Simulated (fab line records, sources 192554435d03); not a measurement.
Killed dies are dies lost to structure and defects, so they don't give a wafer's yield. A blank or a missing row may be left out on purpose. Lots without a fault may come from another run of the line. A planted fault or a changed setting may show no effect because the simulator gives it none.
Chamber matching | flow n5_finfet | N5_DUMMY_GATE_ETCH_29 on rie_diel-02: 4 sister chambers
The step etches underlayer in N2/H2, target depth 13 nm. 14 wafers are shown with their chamber, then 7 later ones without.

WAFERS WITH THEIR CHAMBER
wafer  | chamber | showerhead_plenum_p_Torr (Torr) | drypump_motor_current_A (A) | throttle_valve_pct (%)
L083.2 | 3       | 2.55                            | 5.5                         | 17.95
L083.5 | 2       | 2.46                            | 5.5                         | 17.64
L083.6 | 1       | 2.69                            | 6.3                         | 18.18
L085.1 | 0       | 2.61                            | 5.4                         | 17.89
L085.4 | 3       | 2.54                            | 5.5                         | 17.99
L085.6 | 1       | 2.69                            | 6.3                         | 18.19
L086.1 | 0       | 2.61                            | 5.4                         | 17.87
L086.4 | 2       | 2.46                            | 5.4                         | 17.65
L086.5 | 0       | 2.61                            | 5.4                         | 17.89
L087.3 | 1       | 2.69                            | 6.3                         | 18.20
L087.4 | 2       | 2.46                            | 5.5                         | 17.66
L087.6 | 0       | 2.61                            | 5.4                         | 17.90
L088.1 | 2       | 2.46                            | 5.5                         | 17.66
L088.2 | 1       | 2.69                            | 6.4                         | 18.20

SIGNATURES (means of the wafers above)
reading                  | chamber 0 | chamber 1 | chamber 2 | chamber 3 | scatter within a chamber
showerhead_plenum_p_Torr | 2.6100    | 2.6900    | 2.4600    | 2.5450    | 0.00224
drypump_motor_current_A  | 5.400     | 6.325     | 5.475     | 5.500     | 0.0387
throttle_valve_pct       | 17.8875   | 18.1925   | 17.6525   | 17.9700   | 0.0135
Rule: a wafer's distance from a chamber is the root of the sum, over the readings, of the square of ((its reading less the chamber's mean) divided by the reading's scatter). The wafer belongs to the nearest chamber; if the next one is less than 2 further off, it can't be placed. The scatter: the root of (the sum of the squares of (reading less its chamber's mean) over the shown wafers, divided by (wafers less chambers)).

WAFERS WITHOUT THEIR CHAMBER
wafer  | showerhead_plenum_p_Torr (Torr) | drypump_motor_current_A (A) | throttle_valve_pct (%)
L088.6 | 2.61                            | 5.4                         | 17.90
L089.1 | 2.69                            | 6.3                         | 18.22
L089.2 | 2.54                            | 5.5                         | 17.97
L089.4 | 2.46                            | 5.5                         | 17.66
L092.1 | 2.54                            | 5.5                         | 18.00
L092.2 | 2.69                            | 6.3                         | 18.21
L092.3 | 2.61                            | 5.4                         | 17.90

WHICH CHAMBER EACH WENT THROUGH
wafer  | from the rows above | in truth
L088.6 | 0                   | 0
L089.1 | 1                   | 1
L089.2 | 3                   | 3
L089.4 | 2                   | 2
L092.1 | 3                   | 3
L092.2 | 1                   | 1
L092.3 | 0                   | 0
Placed correctly: 7 of 7. Can't be placed from these rows: 0. Placed wrongly: 0.
